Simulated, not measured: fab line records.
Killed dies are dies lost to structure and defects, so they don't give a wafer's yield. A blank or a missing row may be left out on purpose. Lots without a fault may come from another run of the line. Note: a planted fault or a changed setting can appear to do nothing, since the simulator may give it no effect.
A struck lot beside a sound one -- flow n5 finfet -- 39 out of 1938 route steps
Sound: wafers L444.2, L444.3, L444.4. Struck: wafer L457.5 (left out: L457.1, L457.3 of the same lot, which were not struck); the cause appears at the end.
At each step with rows: each side's tool, then ch and its chambers, then its first start. Under that, the readings that differ: sound wafers -- struck wafers -- difference of the means -- sigmas: that difference in standard deviations of wafers without a fault.
alike: readings with means less than 2 such deviations apart, plus words and numbers identical on both sides. not compared: withheld readings, readings lacking a value on some wafer, bounds such as >300 that could conceal the same value, and numbers that have no deviation in the record and whose values overlap.
Wherever a step has rows on one side only, a row that says differs or no value, or a row with sigmas, the two part there. Numbers that don't overlap but have no deviation are shown without sigmas and don't part them. A reading that every wafer of one side lacks parts them only if that side has two wafers or more.

first, 9 steps without rows for these wafers: N5_GATE_CUT_CMP_23 (polishes, stops on SiO2, t overpolish 23.4 s, target thk 16 nm); N5_GATE_CUT_CMP_43 (polishes SiO2); N5_GATE_CUT_CMP_61 (polishes, stops on SiNx, t overpolish 3 s); N5_MOL_CONTACT_COAG_COAT_103 (time 60 s, resist thk 80 nm); N5_MOL_CONTACT_COAG_COAT_104 (time 60 s, resist thk 12 nm); N5_MOL_CONTACT_COAG_COAT_58 (time 60 s, resist thk 10 nm); N5_MOL_CONTACT_COAG_COAT_02 (resist thk 30 nm); N5_MOL_CONTACT_COAG_EBR_04; N5_MOL_CONTACT_COAG_SOFTBAKE_03 (time 60 s).
N5_MOL_CONTACT_COAG_EXPOSE_05: exposes mask CA, defocus 0 nm.
  sound on euv scanner-01 ch 0, day 5 20:16; struck on euv scanner-01 ch 0, day 9 01:19
  alike: mask
then, 2 steps without rows for these wafers: N5_MOL_CONTACT_COAG_PEB_06 (peb time 60 s); N5_MOL_CONTACT_COAG_DEVELOP_07 (develop time 30 s).
N5_MOL_CONTACT_COAG_CD_MEAS_08: the cd target is 28 nm.
  sound on cd sem-03 ch 0, day 5 20:23; struck on cd sem-03 ch 0, day 9 01:26
reading,sound,struck,difference,sigmas
cd nm (nm),28.35 28.15 28.09,26.41,-1.79,-8
then, 1 step without rows for these wafers: N5_MOL_CONTACT_COAG_DESCUM_13 (chemistry O2, time 7 s).
N5_MOL_CONTACT_COAG_ETCH_59: etches underlayer in N2/H2, target depth 13 nm, time 10.4 s.
  sound on rie diel-06 ch 0,1,3, day 5 20:35; struck on rie diel-02 ch 0, day 9 01:36
reading,sound,struck,difference,sigmas
model.MOL_CONTACT_COAG.cd offset nm (nm),0 0 0,-1.8,-1.8,
  alike: drypump motor current A, etch rf on time s, oes product au, rf vpp V, showerhead plenum p Torr, throttle valve pct
  not compared: rf hours counter h
then, 7 steps without rows for these wafers: N5_MOL_CONTACT_COAG_ETCH_105 (etches SiARC in CF4, target depth 15.6 nm, time 26 s); N5_MOL_CONTACT_COAG_ETCH_106 (etches SOC in N2/H2, target depth 80 nm, overetch 16 nm, time 120 s); N5_MOL_CONTACT_COAG_STRIP_107 (strips in N2/H2); N5_MOL_CONTACT_COAG_STRIP_108 (strips in N2/H2); N5_MOL_CONTACT_COAG_CONTACT_ETCH_14 (etches SiO2 in C4F6/O2, target depth 27.5 nm, overetch 8.5 nm, time 20 s); N5_MOL_CONTACT_COAG_STRIP_109 (strips in C4F6/O2); N5_MOL_CONTACT_COAG_ETCH_15 (etches SiNx in CH3F/O2, stops on Si:P, target depth 7 nm).
N5_MOL_CONTACT_COAG_ETCH_110: etches Si in CF4/O2, target depth 2.5 nm, time 8 s.
  sound on rie diel-06 ch 0,1,3, day 5 20:49; struck on rie diel-02 ch 0, day 9 01:50
reading,sound,struck,difference,sigmas
showerhead plenum p Torr (Torr),2.19 2.19 2.18,2.29,+0.10,+2
model.MOL_CONTACT_COAG.cd offset nm (nm),0.6 0.4 0.4,-2.4,-2.9,
  alike: drypump motor current A, oes product au, rf vpp V, throttle valve pct
  not compared: rf hours counter h
then, 1 step without rows for these wafers: N5_MOL_CONTACT_COAG_STRIP_98 (strips in N2/H2).
N5_MOL_CONTACT_COAG_CD_MEAS_99: the cd target is 17.2 nm.
  sound on cd sem-02 at day 5 20:56; struck on cd sem-03 at day 9 01:58
reading,sound,struck,difference,sigmas
cd nm (nm),17.3 17.9 17.5,14.8,-2.8,-6
then, 12 steps without rows for these wafers: N5_MOL_CONTACT_COAG_IMPLANT_129; N5_MOL_CONTACT_COAG_PRECLEAN_111 (cleans in NF3:NH3, afs cycles 1, time 20 s, sublimation time 60 s); N5_MOL_CONTACT_COAG_TI_SIL_19 (material Ti, target thk 4.2 nm, time 15 s); N5_MOL_CONTACT_COAG_ALD_20 (deposits TiN, target thk 1.5 nm, pulse time 1 s, purge time 3 s); N5_MOL_CONTACT_COAG_SIL_ANNEAL_21 (time 60 s); N5_MOL_CONTACT_COAG_PRE_CLEAN_141 (time 60 s); N5_MOL_CONTACT_COAG_SPUTTER_143 (material Co, target thk 2.5 nm); N5_MOL_CONTACT_COAG_CO_FILL_22 (material Co, precursor CCTBA/H2, target thk 20 nm); N5_MOL_CONTACT_COAG_ANNEAL_113 (time 300 s); N5_MOL_CONTACT_COAG_PRE_CLEAN_142 (time 60 s); N5_MOL_CONTACT_COAG_SPUTTER_130 (material Co, target thk 47.5 nm); N5_MOL_CONTACT_COAG_PRECLEAN_125 (cleans in DIW, time 57.5 s).
-- record jumps: 3 days separate the struck wafers' starts on either side; left off in module MOL_CONTACT_COAG, taken up again in module BEOL_M4, whose first shown step is the route's number 1111 --
N5_BEOL_M4_RC_MEAS_101:
  sound on prober-01 ch 0, day 8 22:09; struck on prober-01 ch 0, day 12 06:40
reading,sound,struck,difference,sigmas
RC_DENSE_N (ohm.um),18.0 17.8 18.4,24.3,+6.2,+9
RC_DENSE_P (ohm.um),22.3 22.2 22.8,30.8,+8.4,+9
RC_N (ohm.um),14.6 14.7 15.0,19.8,+5.0,+9
RC_P (ohm.um),18.2 18.2 18.7,24.8,+6.4,+9
  alike: DIBL_N, DIBL_P, IOFF_N, IOFF_P, ION_N, ION_P, SS_N, SS_P, VT_N, VT_P
-- the record jumps here: 4 days lie between the struck wafers' starts before and after (it left off in module BEOL_M4 and takes up again in module PASSIVATION, whose first step shown is number 1936 of the route) --
N5_PASSIVATION_PROBE_49:
  sound on prober-02 at day 13 05:28; struck on prober-01 at day 16 18:09
  alike: defect limited yield, killed_at_M0_to_M3, killed_at_M4_up, killed at contacts, killed at front end, killed at other, killed dies, killed open, killed short, sort_bin_5_function, sort_bin_6_memory, sort n pass, sort yield pct

== WHERE THEY PART ==
Last at N5_BEOL_M4_RC_MEAS_101 as far as this record goes, first at N5_MOL_CONTACT_COAG_CD_MEAS_08. Later steps at which nothing parts them and some readings are alike: N5_PASSIVATION_PROBE_49.

WHY: the cause the simulator had injected
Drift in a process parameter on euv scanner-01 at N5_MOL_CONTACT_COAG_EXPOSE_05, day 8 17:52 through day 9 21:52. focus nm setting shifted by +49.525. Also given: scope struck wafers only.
